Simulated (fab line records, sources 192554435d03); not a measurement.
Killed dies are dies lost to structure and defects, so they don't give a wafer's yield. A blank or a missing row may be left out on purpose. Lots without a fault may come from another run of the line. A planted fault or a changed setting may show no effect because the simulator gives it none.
fab line records | flow n5_finfet
record lots=24 wafers=72 last_day=18
route steps=1938 shown BEOL_M2@920 BEOL_M3@949
lots that met no fault: from a run of the same line without faults
start_h: hours from the record's first day to the start of the lot's first wafer shown | wait_h: hours since the lot's step before | " the same as in the row above | L1.1+2: a row that stands for several wafers | - no value, or no start given | * or withheld: withheld | < > ~ a bound
route shown NAME@n: a module of which the file shows steps, and the number in the route of the first | usual: mean/standard deviation of fault-free wafers | same: alike in all rows | chamber/n: place in a boat | sites: the reading at each site | _std_site: their standard deviation | _edge_site: outer sites' mean less inner sites' | radius_mm: how far each site lies from the wafer's centre | mask NAME#n: copy n | behind: the tool/chamber that last shaped the wafer | hold: why the lot was held/for how many hours/how that ended | device: the transistor (n, p or np) that didn't switch | end of line: the same wafers' tests at the end of the route | a step without rows: its recipe alone | killed: dies lost to structure and defects at the first sort, not the wafer's yield | map: a wafer's dies, x killed, . not, _ none there
set.NAME: the setting as run; set.NAME@STEP: as run at that earlier step | model.NAME: the simulator's own value behind a step, which no gauge read
steps of the route over a sample of lots; a table a step, a row a wafer
services: from which hour (start_h, from the record's first day; less than 0 if before it) a tool's chamber was out of use, for how many hours, and why
## steps
# step N5_BEOL_M2_SPUTTER_96
# recipe material=Cu target_thk_a=45 temp_c=-20 chamber_pressure_pa=0.07 power_w=withheld time_s=8.29
# usual throttle_valve_pct=29.7/0.94
# columns lot.wafer tool chamber start_h wait_h throttle_valve_pct
L074.2 pvd_sputter-01 - 153.52 0.1 31.1
L074.4 " - " " 29.2
L074.5 " - " " 29.2
L075.1 pvd_sputter-02 - 162.49 0.1 29.1
L075.4 " - " " 29.8
L075.6 " - " " 29.0
L076.2 pvd_sputter-02 - 167.30 0.1 28.5
L076.5 " - " " 30.4
L076.6 " - " " 28.6
L077.1 pvd_sputter-01 - 167.51 0.1 31.2
L077.4 " - " " 30.8
L077.6 " - " " 29.3
L078.1 pvd_sputter-02 - 169.18 0.1 28.8
L078.3 " - " " 30.5
L078.6 " - " " 29.6
L079.1 pvd_sputter-01 - 181.22 0.1 30.9
L079.2 " - " " 29.4
L079.3 " - " " 30.9
L080.3 pvd_sputter-01 - 190.10 0.1 27.6
L080.4 " - " " 30.6
L080.5 " - " " 30.7
L081.1 pvd_sputter-02 - 194.64 0.1 28.8
L081.5 " - " " 28.9
L081.6 " - " " 28.6
L082.1 pvd_sputter-03 - 201.24 0.1 29.9
L082.5 " - " " 30.6
L082.6 " - " " 30.0
L083.2 pvd_sputter-03 - 205.88 0.1 30.7
L083.3 " - " " 29.9
L083.4 " - " " 30.0
L085.1 pvd_sputter-02 - 208.57 0.1 28.9
L085.3 " - " " 29.7
L085.4 " - " " 28.8
L084.1 pvd_sputter-03 - 215.92 0.1 29.9
L084.2 " - " " 29.8
L084.3 " - " " 30.9
L088.1 pvd_sputter-02 - 223.24 0.1 28.9
L088.2 " - " " 29.7
L088.5 " - " " 29.0
L086.1 pvd_sputter-03 - 223.30 0.1 29.8
L086.3 " - " " 30.6
L086.5 " - " " 28.8
L087.3 pvd_sputter-01 - 238.29 0.1 27.6
L087.4 " - " " 29.3
L087.5 " - " " 31.1
L089.1 pvd_sputter-02 - 240.68 0.1 29.3
L089.4 " - " " 28.4
L089.6 " - " " 29.7
L090.1 pvd_sputter-03 - 246.96 0.1 28.4
L090.2 " - " " 30.9
L090.3 " - " " 29.7
L091.1 pvd_sputter-01 - 252.32 0.1 31.0
L091.3 " - " " 29.7
L091.6 " - " " 31.3
L092.1 pvd_sputter-02 - 265.90 0.1 28.7
L092.4 " - " " 30.4
L092.6 " - " " 29.1
L094.1 pvd_sputter-03 - 268.78 0.1 28.8
L094.2 " - " " 29.8
L094.5 " - " " 29.9
L093.3 pvd_sputter-02 - 269.30 0.1 30.3
L093.4 " - " " 29.1
L093.5 " - " " 28.6
L095.1 pvd_sputter-02 - 272.48 0.1 28.7
L095.2 " - " " 30.4
L095.5 " - " " 30.5
L096.1 pvd_sputter-03 - 273.74 0.1 30.0
L096.2 " - " " 28.4
L096.6 " - " " 29.9
L097.1 pvd_sputter-03 - 284.98 0.1 30.0
L097.3 " - " " 29.7
L097.5 " - " " 28.5
# step N5_BEOL_M2_THK_MEAS_53
# recipe thk_meas_gauge=xrf reads=Cu_of_BEOL_M2_ECD_50
# usual M2_THK=40.2/1.7
# columns lot.wafer tool chamber start_h wait_h M2_THK[nm]
L074.2 film_metro-01 - 154.31 - 38.9
L074.4 " - " " 36.2
L074.5 " - " " 41.1
L075.1 film_metro-01 - 163.28 - 39.6
L075.4 " - " " 40.7
L075.6 " - " " 42.0
L076.2 film_metro-02 - 168.09 - 38.6
L076.5 " - " " 39.1
L076.6 " - " " 38.5
L077.1 film_metro-01 - 168.37 - 39.7
L077.4 " - " " 39.6
L077.6 " - " " 40.0
L078.1 film_metro-02 - 169.97 - 41.8
L078.3 " - " " 41.2
L078.6 " - " " 40.8
L079.1 film_metro-02 - 182.01 - 39.8
L079.2 " - " " 39.6
L079.3 " - " " 40.2
L080.3 film_metro-01 - 190.91 - 42.3
L080.4 " - " " 42.7
L080.5 " - " " 39.6
L081.1 film_metro-02 - 195.45 - 36.5
L081.5 " - " " 38.8
L081.6 " - " " 39.5
L082.1 film_metro-02 - 203.33 - 41.2
L082.5 " - " " 41.6
L082.6 " - " " 40.9
L083.2 film_metro-01 - 206.67 - 39.7
L083.3 " - " " 35.5
L083.4 " - " " 39.0
L085.1 film_metro-02 - 209.36 - 39.5
L085.3 " - " " 43.4
L085.4 " - " " 40.3
L084.1 film_metro-02 - 217.13 - 42.8
L084.2 " - " " 42.8
L084.3 " - " " 37.7
L088.1 film_metro-02 - 224.02 - 41.6
L088.2 " - " " 36.9
L088.5 " - " " 41.1
L086.1 film_metro-01 - 224.29 - 38.5
L086.3 " - " " 39.7
L086.5 " - " " 39.8
L087.3 film_metro-02 - 239.10 - 38.2
L087.4 " - " " 39.8
L087.5 " - " " 40.3
L089.1 film_metro-02 - 241.46 - 39.3
L089.4 " - " " 39.0
L089.6 " - " " 39.2
L090.1 film_metro-02 - 247.75 - 38.5
L090.2 " - " " 43.0
L090.3 " - " " 41.6
L091.1 film_metro-02 - 253.26 - 40.2
L091.3 " - " " 42.0
L091.6 " - " " 42.2
L092.1 film_metro-02 - 267.08 - 40.2
L092.4 " - " " 39.6
L092.6 " - " " 41.1
L094.1 film_metro-02 - 269.68 - 40.8
L094.2 " - " " 38.7
L094.5 " - " " 43.6
L093.3 film_metro-01 - 270.13 - 38.2
L093.4 " - " " 40.9
L093.5 " - " " 41.2
L095.1 film_metro-01 - 273.36 - 40.8
L095.2 " - " " 40.3
L095.5 " - " " 39.7
L096.1 film_metro-02 - 274.98 - 39.5
L096.2 " - " " 38.3
L096.6 " - " " 37.5
L097.1 film_metro-01 - 285.77 - 39.4
L097.3 " - " " 41.5
L097.5 " - " " 39.3
# step N5_BEOL_M2_INSPECT_59
# recipe inspect_instrument=darkfield mode=post_dep
# usual raw_defect_count=66/20
# columns lot.wafer tool chamber start_h wait_h raw_defect_count
L074.2 defect_inspect-01 - 154.60 0.0 49
L074.4 " - " " 44
L074.5 " - " " 50
L075.1 defect_inspect-01 - 163.56 0.0 73
L075.4 " - " " 87
L075.6 " - " " 67
L076.2 defect_inspect-02 - 168.38 0.0 63
L076.5 " - " " 95
L076.6 " - " " 60
L077.1 defect_inspect-01 - 168.66 0.0 80
L077.4 " - " " 91
L077.6 " - " " 67
L078.1 defect_inspect-01 - 170.27 0.0 47
L078.3 " - " " 66
L078.6 " - " " 77
L079.1 defect_inspect-02 - 182.29 0.0 49
L079.2 " - " " 36
L079.3 " - " " 74
L080.3 defect_inspect-02 - 191.20 0.0 100
L080.4 " - " " 79
L080.5 " - " " 76
L081.1 defect_inspect-02 - 195.73 0.0 57
L081.5 " - " " 56
L081.6 " - " " 70
L082.1 defect_inspect-01 - 203.61 0.0 76
L082.5 " - " " 68
L082.6 " - " " 47
L083.2 defect_inspect-02 - 206.97 0.0 83
L083.3 " - " " 106
L083.4 " - " " 88
L085.1 defect_inspect-02 - 209.64 0.0 37
L085.3 " - " " 76
L085.4 " - " " 65
L084.1 defect_inspect-01 - 217.41 0.0 74
L084.2 " - " " 84
L084.3 " - " " 54
L088.1 defect_inspect-01 - 224.36 0.0 97
L088.2 " - " " 91
L088.5 " - " " 70
L086.1 defect_inspect-01 - 224.64 0.0 90
L086.3 " - " " 77
L086.5 " - " " 66
L087.3 defect_inspect-02 - 239.39 0.0 50
L087.4 " - " " 83
L087.5 " - " " 57
L089.1 defect_inspect-02 - 241.76 0.0 89
L089.4 " - " " 73
L089.6 " - " " 61
L090.1 defect_inspect-02 - 248.03 0.0 67
L090.2 " - " " 52
L090.3 " - " " 56
L091.1 defect_inspect-01 - 253.55 0.0 46
L091.3 " - " " 105
L091.6 " - " " 57
L092.1 defect_inspect-02 - 267.37 0.0 85
L092.4 " - " " 80
L092.6 " - " " 77
L094.1 defect_inspect-02 - 269.97 0.0 37
L094.2 " - " " 59
L094.5 " - " " 61
L093.3 defect_inspect-01 - 270.42 0.0 40
L093.4 " - " " 87
L093.5 " - " " 66
L095.1 defect_inspect-01 - 273.71 0.0 46
L095.2 " - " " 47
L095.5 " - " " 67
L096.1 defect_inspect-01 - 275.27 0.0 40
L096.2 " - " " 78
L096.6 " - " " 37
L097.1 defect_inspect-01 - 286.05 0.0 33
L097.3 " - " " 48
L097.5 " - " " 67
# step N5_BEOL_M3_ETCH_63
# recipe chemistry=CF4 target=SiARC target_depth_a=156 mask_material=CAR-EUV time_s=26 ion_energy_ev=80 pressure_mtorr=40 source_w=545 bias_w=36 Ar_flow_sccm=100 cf4_flow_sccm=100 ends=cleared
# usual cf4_flow_sccm=99.97/0.29 drypump_motor_current_A=5.7/0.36 etch_rf_on_time_s=26.2/0.82 oes_product_au=0.67/0.072 rf_vpp_V=183.8/1.1 showerhead_plenum_p_Torr=2.12/0.063 throttle_valve_pct=15.70/0.26
# columns lot.wafer tool chamber start_h wait_h cf4_flow_sccm drypump_motor_current_A etch_rf_on_time_s oes_product_au rf_hours_counter_h rf_vpp_V showerhead_plenum_p_Torr throttle_valve_pct
L074.2 rie_diel-01 2 156.00 0.0 99.54 6.1 26.7 0.63 148 185.1 2.22 15.42
L074.4 " 3 " " 99.98 6.1 24.7 0.64 191 181.9 2.04 16.07
L074.5 " 3 " " 100.20 6.0 24.8 0.63 - 181.8 2.04 16.07
L075.1 rie_diel-02 2 165.21 0.0 100.56 5.9 27.3 0.63 145 183.8 2.14 15.71
L075.4 " 2 " " 100.77 5.9 27.5 0.62 - 183.8 2.14 15.67
L075.6 " 2 " " 100.57 5.9 27.2 0.63 - 185.8 2.14 15.68
L076.2 rie_diel-03 1 171.11 0.0 100.14 5.1 26.7 0.58 223 184.6 2.12 16.11
L076.5 " 3 " " 99.80 5.2 27.0 0.64 - 183.4 2.07 15.79
L076.6 " 0 " " 99.78 5.4 26.5 0.63 - 184.1 2.23 16.01
L077.1 rie_diel-01 3 171.91 0.0 99.66 6.0 24.6 0.63 195 182.3 2.04 16.08
L077.4 " 2 " " 100.31 6.1 26.0 0.65 152 185.6 2.22 15.40
L077.6 " 2 " " 100.29 6.0 26.4 0.64 - 185.2 2.22 15.43
L078.1 rie_diel-01 3 172.26 0.0 99.83 6.1 24.7 0.64 195 182.4 2.04 16.10
L078.3 " 0 " " 99.50 6.4 26.1 0.63 169 182.6 2.12 15.40
L078.6 " 0 " " 99.39 6.4 25.9 0.63 - 184.3 2.12 15.39
L079.1 rie_diel-02 3 183.31 0.0 100.22 5.4 26.0 0.70 84 183.2 2.18 15.54
L079.2 " 2 " " 99.95 5.9 27.5 0.62 151 184.5 2.14 15.72
L079.3 " 0 " " 100.38 5.6 26.1 0.81 4 184.3 2.20 15.22
L080.3 rie_diel-02 2 193.37 0.0 100.45 5.9 27.2 0.62 154 185.4 2.14 15.72
L080.4 " 3 " " 99.53 5.3 25.9 0.70 87 184.6 2.18 15.53
L080.5 " 0 " " 99.85 5.6 25.8 0.80 - 184.5 2.20 15.22
L081.1 rie_diel-03 3 197.79 0.0 100.44 5.2 27.5 0.63 153 182.9 2.06 15.81
L081.5 " 1 " " 100.16 5.1 27.1 0.57 - 183.8 2.12 16.12
L081.6 " 2 " " 99.63 5.9 25.4 0.87 - 183.3 2.10 15.68
L082.1 rie_diel-03 0 206.36 0.0 100.62 5.4 26.3 0.63 196 184.9 2.22 16.02
L082.5 " 3 " " 100.26 5.2 27.4 0.62 - 182.6 2.06 15.80
L082.6 " 2 " " 100.00 5.8 24.8 0.86 - 182.0 2.10 15.67
L083.2 rie_diel-02 3 209.88 0.0 99.87 5.3 25.8 0.70 92 184.5 2.18 15.55
L083.3 " 0 " " 99.94 5.6 26.1 0.79 12 185.5 2.20 15.23
L083.4 " 2 " " 99.87 5.9 27.1 0.62 158 184.7 2.14 15.72
L085.1 rie_diel-02 0 210.96 0.0 99.61 5.6 26.2 0.79 12 183.8 2.20 15.24
L085.3 " 3 " " 99.73 5.3 25.7 0.69 92 184.0 2.18 15.55
L085.4 " 2 " " 100.11 5.9 27.1 0.62 159 184.4 2.14 15.70
L084.1 rie_diel-01 3 220.95 0.0 100.29 6.1 24.7 0.62 211 181.6 2.04 16.10
L084.2 " 0 " " 100.20 6.4 25.7 0.63 185 183.8 2.11 15.43
L084.3 " 2 " " 99.74 6.1 26.2 0.63 168 183.3 2.21 15.44
L088.1 rie_diel-01 0 226.85 0.0 99.88 6.4 25.9 0.63 187 184.1 2.11 15.43
L088.2 " 2 " " 99.76 6.1 26.4 0.62 170 184.5 2.21 15.46
L088.5 " 3 " " 100.02 6.0 24.7 0.62 - 183.3 2.04 16.11
L086.1 rie_diel-03 0 226.87 0.0 99.61 5.4 26.4 0.62 204 184.6 2.22 16.03
L086.3 " 3 " " 100.00 5.1 27.0 0.62 163 182.2 2.06 15.84
L086.5 " 1 " " 99.91 5.1 26.3 0.56 - 183.2 2.12 16.14
L087.3 rie_diel-02 1 242.02 0.0 99.79 5.6 26.1 0.65 162 184.0 2.04 15.84
L087.4 " 0 " " 99.73 5.6 26.1 0.78 13 183.2 2.19 15.26
L087.5 " 3 " " 99.91 5.3 25.6 0.70 - 182.8 2.18 15.56
L089.1 rie_diel-02 0 242.54 0.0 100.42 5.6 25.8 0.78 14 183.5 2.19 15.23
L089.4 " 1 " " 100.06 5.6 26.0 0.65 162 182.5 2.04 15.86
L089.6 " 0 " " 100.50 5.6 25.8 0.78 - 185.3 2.19 15.24
L090.1 rie_diel-02 1 249.95 0.0 100.23 5.6 26.4 0.64 164 182.4 2.04 15.83
L090.2 " 2 " " 100.32 5.9 27.3 0.61 162 183.4 2.14 15.74
L090.3 " 0 " " 99.80 5.6 26.1 0.79 15 184.9 2.19 15.24
L091.1 rie_diel-01 3 256.22 0.0 99.99 6.1 24.6 0.61 223 183.9 2.03 16.15
L091.3 " 1 " " 99.92 5.3 26.0 0.63 177 183.4 2.03 15.76
L091.6 " 2 " " 100.00 6.1 26.5 0.61 - 184.7 2.21 15.50
L092.1 rie_diel-02 0 269.72 0.0 100.39 5.6 26.2 0.77 20 186.5 2.19 15.27
L092.4 " 1 " " 100.17 5.6 26.8 0.64 169 181.9 2.04 15.84
L092.6 " 1 " " 100.09 5.6 26.6 0.64 - 183.1 2.04 15.85
L094.1 rie_diel-03 3 271.39 0.0 100.01 5.2 27.3 0.61 180 184.2 2.05 15.86
L094.2 " 1 " " 99.60 5.1 25.4 0.84 2 183.1 2.11 15.66
L094.5 " 3 " " 99.93 5.2 27.0 0.62 - 183.1 2.05 15.85
L093.3 rie_diel-02 3 273.04 0.0 100.64 5.3 25.7 0.68 101 184.9 2.17 15.57
L093.4 " 2 " " 99.63 5.9 27.4 0.62 169 182.4 2.14 15.76
L093.5 " 2 " " 99.77 5.9 27.6 0.61 - 184.0 2.14 15.73
L095.1 rie_diel-02 1 275.07 0.0 99.63 5.6 26.3 0.65 172 182.4 2.04 15.86
L095.2 " 3 " " 99.66 5.3 25.3 0.69 102 183.5 2.17 15.57
L095.5 " 1 " " 100.06 5.6 26.4 0.64 - 183.6 2.04 15.85
L096.1 rie_diel-03 2 278.05 0.0 99.67 5.8 25.1 0.79 31 182.0 2.09 15.73
L096.2 " 1 " " 99.71 5.1 25.8 0.81 4 183.6 2.11 15.67
L096.6 " 0 " " 99.94 5.4 26.7 0.60 - 184.4 2.21 16.09
L097.1 rie_diel-02 3 288.66 0.0 99.77 5.3 25.3 0.69 107 182.6 2.17 15.59
L097.3 " 2 " " 100.19 5.9 27.2 0.61 174 182.7 2.13 15.75
L097.5 " 1 " " 99.97 5.6 26.2 0.64 - 183.3 2.04 15.86
# step N5_BEOL_M3_ETCH_64
# recipe chemistry=N2/H2 target=SOC target_depth_a=750 overetch_a=150 mask_material=SiARC temp_c=40 time_s=112.5 ion_energy_ev=200 pressure_mtorr=30 source_w=840 bias_w=150 n2_flow_sccm=200 h2_flow_sccm=200
# usual drypump_motor_current_A=5.7/0.36 oes_product_au=0.62/0.062 rf_vpp_V=523.3/2.3 showerhead_plenum_p_Torr=2.51/0.078 throttle_valve_pct=17.88/0.29
# columns lot.wafer tool chamber start_h wait_h drypump_motor_current_A oes_product_au rf_hours_counter_h rf_vpp_V showerhead_plenum_p_Torr throttle_valve_pct
L074.2 rie_diel-01 2 156.03 0.0 6.1 0.59 148 527.6 2.65 17.56
L074.4 " 3 " " 6.1 0.57 191 522.4 2.41 18.32
L074.5 " 3 " " 6.1 0.58 - 521.3 2.41 18.30
L075.1 rie_diel-02 2 165.25 0.0 5.9 0.59 145 524.3 2.54 17.84
L075.4 " 2 " " 5.9 0.60 - 523.9 2.54 17.85
L075.6 " 2 " " 5.9 0.59 - 525.6 2.54 17.84
L076.2 rie_diel-03 1 171.14 0.0 5.1 0.54 223 523.3 2.52 18.39
L076.5 " 3 " " 5.2 0.61 - 521.2 2.43 17.91
L076.6 " 0 " " 5.4 0.59 - 525.4 2.66 18.22
L077.1 rie_diel-01 3 171.94 0.0 6.1 0.57 195 521.2 2.41 18.32
L077.4 " 2 " " 6.1 0.59 152 527.9 2.65 17.58
L077.6 " 2 " " 6.1 0.59 - 525.1 2.65 17.56
L078.1 rie_diel-01 3 172.29 0.0 6.1 0.57 195 521.2 2.41 18.32
L078.3 " 0 " " 6.4 0.59 169 523.2 2.52 17.54
L078.6 " 0 " " 6.4 0.59 - 525.1 2.52 17.55
L079.1 rie_diel-02 3 183.34 0.0 5.4 0.64 84 525.5 2.55 17.51
L079.2 " 2 " " 5.9 0.60 151 523.8 2.54 17.85
L079.3 " 0 " " 5.6 0.75 4 525.0 2.62 17.49
L080.3 rie_diel-02 2 193.40 0.0 5.9 0.59 154 523.3 2.54 17.86
L080.4 " 3 " " 5.3 0.65 87 523.6 2.55 17.52
L080.5 " 0 " " 5.6 0.74 - 526.2 2.61 17.50
L081.1 rie_diel-03 3 197.81 0.0 5.2 0.60 153 519.7 2.43 17.93
L081.5 " 1 " " 5.1 0.54 - 522.9 2.52 18.39
L081.6 " 2 " " 5.8 0.79 - 522.8 2.48 17.93
L082.1 rie_diel-03 0 206.39 0.0 5.4 0.58 196 525.5 2.65 18.24
L082.5 " 3 " " 5.2 0.60 - 520.5 2.43 17.92
L082.6 " 2 " " 5.9 0.79 - 524.3 2.48 17.94
L083.2 rie_diel-02 3 209.91 0.0 5.3 0.64 92 524.9 2.55 17.53
L083.3 " 0 " " 5.6 0.72 12 525.3 2.61 17.50
L083.4 " 2 " " 5.9 0.59 158 521.6 2.54 17.86
L085.1 rie_diel-02 0 210.99 0.0 5.6 0.73 12 524.8 2.61 17.50
L085.3 " 3 " " 5.3 0.64 92 524.8 2.55 17.51
L085.4 " 2 " " 5.9 0.59 159 524.5 2.54 17.86
L084.1 rie_diel-01 3 220.98 0.0 6.1 0.56 211 519.4 2.40 18.33
L084.2 " 0 " " 6.4 0.58 185 523.1 2.51 17.57
L084.3 " 2 " " 6.1 0.58 168 527.9 2.64 17.61
L088.1 rie_diel-01 0 226.88 0.0 6.4 0.58 187 524.5 2.51 17.56
L088.2 " 2 " " 6.2 0.58 170 527.8 2.64 17.60
L088.5 " 3 " " 6.1 0.56 - 520.2 2.40 18.34
L086.1 rie_diel-03 0 226.90 0.0 5.4 0.58 204 526.5 2.65 18.25
L086.3 " 3 " " 5.2 0.59 163 521.6 2.42 17.95
L086.5 " 1 " " 5.1 0.53 - 520.3 2.51 18.41
L087.3 rie_diel-02 1 242.05 0.0 5.6 0.60 162 521.8 2.43 18.05
L087.4 " 0 " " 5.6 0.73 13 526.1 2.61 17.50
L087.5 " 3 " " 5.4 0.65 - 525.3 2.55 17.51
L089.1 rie_diel-02 0 242.56 0.0 5.6 0.73 14 526.2 2.61 17.49
L089.4 " 1 " " 5.6 0.61 162 519.7 2.43 18.06
L089.6 " 0 " " 5.6 0.73 - 524.9 2.61 17.50
L090.1 rie_diel-02 1 249.98 0.0 5.6 0.60 164 521.7 2.43 18.06
L090.2 " 2 " " 5.9 0.58 162 521.9 2.53 17.85
L090.3 " 0 " " 5.6 0.71 15 527.1 2.61 17.51
L091.1 rie_diel-01 3 256.25 0.0 6.1 0.55 223 519.6 2.40 18.37
L091.3 " 1 " " 5.3 0.58 177 520.7 2.43 18.10
L091.6 " 2 " " 6.1 0.58 - 527.1 2.64 17.62
L092.1 rie_diel-02 0 269.75 0.0 5.6 0.71 20 524.4 2.61 17.51
L092.4 " 1 " " 5.6 0.60 169 520.1 2.43 18.08
L092.6 " 1 " " 5.6 0.60 - 520.4 2.43 18.06
L094.1 rie_diel-03 3 271.42 0.0 5.2 0.58 180 520.4 2.42 17.97
L094.2 " 1 " " 5.1 0.76 2 522.7 2.51 18.01
L094.5 " 3 " " 5.2 0.59 - 521.1 2.42 17.98
L093.3 rie_diel-02 3 273.07 0.0 5.4 0.63 101 522.9 2.54 17.54
L093.4 " 2 " " 5.9 0.58 169 523.1 2.53 17.88
L093.5 " 2 " " 5.9 0.58 - 523.4 2.53 17.86
L095.1 rie_diel-02 1 275.10 0.0 5.6 0.60 172 523.0 2.43 18.08
L095.2 " 3 " " 5.4 0.63 102 523.7 2.54 17.55
L095.5 " 1 " " 5.6 0.61 - 521.4 2.42 18.06
L096.1 rie_diel-03 2 278.08 0.0 5.9 0.72 31 522.4 2.47 17.99
L096.2 " 1 " " 5.1 0.75 4 522.9 2.51 18.01
L096.6 " 0 " " 5.4 0.57 - 527.8 2.64 18.28
L097.1 rie_diel-02 3 288.69 0.0 5.4 0.63 107 524.2 2.54 17.55
L097.3 " 2 " " 5.9 0.58 174 525.2 2.53 17.88
L097.5 " 1 " " 5.6 0.60 - 520.4 2.42 18.09
# step N5_BEOL_M3_OVL_MEAS_29
# recipe points_per_wafer=522
# usual V2_OVL=0.1/0.56
# columns lot.wafer tool chamber start_h wait_h V2_OVL[nm]
L074.2 overlay-02 0 156.91 0.0 0.6
L074.4 " 0 " " 0.4
L074.5 " 0 " " 0.5
L075.1 overlay-01 0 170.77 0.1 0.6
L075.4 " 0 " " 1.5
L075.6 " 0 " " 0.1
L076.2 overlay-01 0 172.08 0.0 0.1
L076.5 " 0 " " 0.3
L076.6 " 0 " " 0.3
L077.1 overlay-02 0 172.81 0.0 0.8
L077.4 " 0 " " 0.3
L077.6 " 0 " " -0.3
L078.1 overlay-02 0 173.16 0.0 0.3
L078.3 " 0 " " -0.3
L078.6 " 0 " " 0.7
L079.1 overlay-02 0 184.16 0.0 0.3
L079.2 " 0 " " -0.5
L079.3 " 0 " " -0.6
L080.3 overlay-02 0 194.29 0.0 1.2
L080.4 " 0 " " 0.4
L080.5 " 0 " " 0.3
L081.1 overlay-02 0 198.69 0.0 -0.9
L081.5 " 0 " " -0.9
L081.6 " 0 " " 0.6
L082.1 overlay-01 0 207.11 0.0 0.3
L082.5 " 0 " " -0.5
L082.6 " 0 " " 0.2
L083.2 overlay-01 0 210.61 0.0 0.8
L083.3 " 0 " " 0.5
L083.4 " 0 " " 0.2
L085.1 overlay-02 0 211.70 0.0 0.8
L085.3 " 0 " " 0.6
L085.4 " 0 " " 1.3
L084.1 overlay-01 0 221.91 0.0 -1.1
L084.2 " 0 " " -0.2
L084.3 " 0 " " -0.8
L088.1 overlay-01 0 227.67 0.0 0.2
L088.2 " 0 " " 0.2
L088.5 " 0 " " 0.9
L086.1 overlay-02 0 227.86 0.0 -0.3
L086.3 " 0 " " 0.4
L086.5 " 0 " " 0.8
L087.3 overlay-02 0 242.80 0.0 0.1
L087.4 " 0 " " 0.2
L087.5 " 0 " " 0.3
L089.1 overlay-01 0 243.26 0.0 0.1
L089.4 " 0 " " -0.1
L089.6 " 0 " " -0.3
L090.1 overlay-01 0 250.80 0.0 -0.8
L090.2 " 0 " " -0.5
L090.3 " 0 " " 0.1
L091.1 overlay-02 0 256.95 0.0 0.3
L091.3 " 0 " " 0.8
L091.6 " 0 " " 0.8
L092.1 overlay-01 0 270.62 0.0 -0.9
L092.4 " 0 " " -0.1
L092.6 " 0 " " -0.2
L094.1 overlay-02 0 272.14 0.0 0.9
L094.2 " 0 " " 0.0
L094.5 " 0 " " 0.5
L093.3 overlay-02 0 274.00 0.0 -0.3
L093.4 " 0 " " 0.0
L093.5 " 0 " " -0.7
L095.1 overlay-01 0 275.80 0.0 -0.1
L095.2 " 0 " " -0.6
L095.5 " 0 " " 0.2
L096.1 overlay-02 0 278.92 0.0 0.3
L096.2 " 0 " " -0.7
L096.6 " 0 " " -0.6
L097.1 overlay-01 0 289.38 0.0 -0.3
L097.3 " 0 " " 0.0
L097.5 " 0 " " 0.6
## services
# columns tool chamber start_h hours kind
pvd_sputter-02 - 134.32 7.9 repair
rie_diel-03 3 146.00 3.7 repair
rie_diel-02 0 156.91 - clean
rie_diel-02 0 156.91 - consumable_replace:focus_ring
rie_diel-02 0 156.91 15.5 scheduled_down
rie_diel-02 0 156.91 15.5 vent_cycle
pvd_sputter-02 - 157.03 4.8 repair
rie_diel-03 2 173.35 - clean
rie_diel-03 2 173.35 - consumable_replace:focus_ring
rie_diel-03 2 173.35 19.9 scheduled_down
rie_diel-03 2 173.35 19.9 vent_cycle
rie_diel-01 1 197.73 6.1 repair
rie_diel-01 1 210.44 1.8 repair
rie_diel-02 - 212.13 28.1 pm
pvd_sputter-03 - 216.20 4.0 repair
rie_diel-03 1 245.77 - clean
rie_diel-03 1 245.77 - consumable_replace:focus_ring
rie_diel-03 1 245.77 18.5 scheduled_down
rie_diel-03 1 245.77 18.5 vent_cycle
rie_diel-02 1 285.26 2.9 repair
## key
fault none
